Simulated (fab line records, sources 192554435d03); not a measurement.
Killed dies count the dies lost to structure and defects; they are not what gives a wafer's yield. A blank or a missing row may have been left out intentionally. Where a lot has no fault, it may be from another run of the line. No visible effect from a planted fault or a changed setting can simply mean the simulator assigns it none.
Struck lot and sound lot, side by side || flow n5-finfet || 14 out of 1938 route steps
Sound: these wafers, L542.2, L542.3, L542.6. The struck wafers were L548.2, L548.3, L548.4. The cause comes at the end.
Each step with rows lists, per side, the tool, then ch with its chambers, then its first start. Under that, the readings that differ: sound wafers || struck wafers || difference of the means || sigmas: that difference in standard deviations of wafers without a fault.
alike: readings whose means differ by less than 2 such deviations, and words and numbers that are the same on both sides. not compared: withheld readings, readings that some wafer has no value for, bounds like >300 that may hide the same value, and numbers for which the record gives no deviation and whose values overlap.
Wherever a step has rows on one side only, a row that says differs or no value, or a row with sigmas, the two part there. Numbers that have no deviation but don't overlap get no sigmas and don't part them. A reading that every wafer of one side lacks parts them only if that side has two wafers or more.

N5_BEOL_M13_VIA_ETCH_16: etches SiOC in C4F8/O2/Ar, target depth 921.7 nm.
  sound on rie-diel-03 ch 0,2,3, day 11 06:26; struck on rie-diel-04 ch 0,1,2, day 12 14:31
  alike: drypump-motor-current-A, oes-product-au, rf-vpp-V, showerhead-plenum-p-Torr, throttle-valve-pct
N5_BEOL_M13_STRIP_63: strips in N2/H2.
  sound on plasma-asher-02 ch 0,1, day 11 06:41; struck on plasma-asher-01 ch 0,1, day 12 14:46
  alike: drypump-motor-current-A, heater-power-w, oes-product-au, strip-time-to-endpoint-s
  not compared: rf-hours-counter-h
N5_BEOL_M13_STRIP_64: strips in N2/H2.
  sound on plasma-asher-02 ch 0,1, day 11 06:44; struck on plasma-asher-01 ch 0,1, day 12 14:49
{"reading": "oes-product-au (a.u.)", "sound": "0.718 0.717 0.717", "struck": "0.707 0.706 0.709", "difference": -0.010, "sigmas": -2}
  alike: drypump-motor-current-A, heater-power-w, strip-time-to-endpoint-s
  not compared: rf-hours-counter-h
then, 2 steps without rows for these wafers: N5_BEOL_M13_STRIP_71 (strips in post etch residue remover, time 60 s); N5_BEOL_M13_SRD_72 (time 30 s, dry time 30 s).
N5_BEOL_M13_CD_MEAS_17: target cd 190 nm.
  sound on cd-sem-01, day 11 06:53; struck on cd-sem-02, day 12 15:00
  alike: cd-nm
then, 6 steps without rows for these wafers: N5_BEOL_M13_COAT_65 (time 60 s, resist thk 350 nm); N5_BEOL_M13_COAT_66 (time 60 s, resist thk 110 nm); N5_BEOL_M13_COAT_22 (resist thk 300 nm); N5_BEOL_M13_EBR_24; N5_BEOL_M13_SOFTBAKE_23 (time 60 s); N5_BEOL_M13_EXPOSE_25 (exposes mask M13, target cd 210 nm).
N5_BEOL_M13_PEB_26: peb time 90 s.
  sound on litho-track-02 ch 0, day 11 07:13; struck on litho-track-03, day 12 15:13
  no value came back on the struck wafers for chill-plate-temp-C (C), exhaust-pa (Pa), heater-power-total-W (W), peb-time-s (s); on the sound wafers chill-plate-temp-C (C) reads 22.94 23.01 23.02
then, 1 step without rows for these wafers: N5_BEOL_M13_DEVELOP_27 (develop time 45 s).

WHERE THEY PART
At N5_BEOL_M13_STRIP_64 first; at N5_BEOL_M13_PEB_26 last (within this record only).

WHY: the cause the simulator had injected
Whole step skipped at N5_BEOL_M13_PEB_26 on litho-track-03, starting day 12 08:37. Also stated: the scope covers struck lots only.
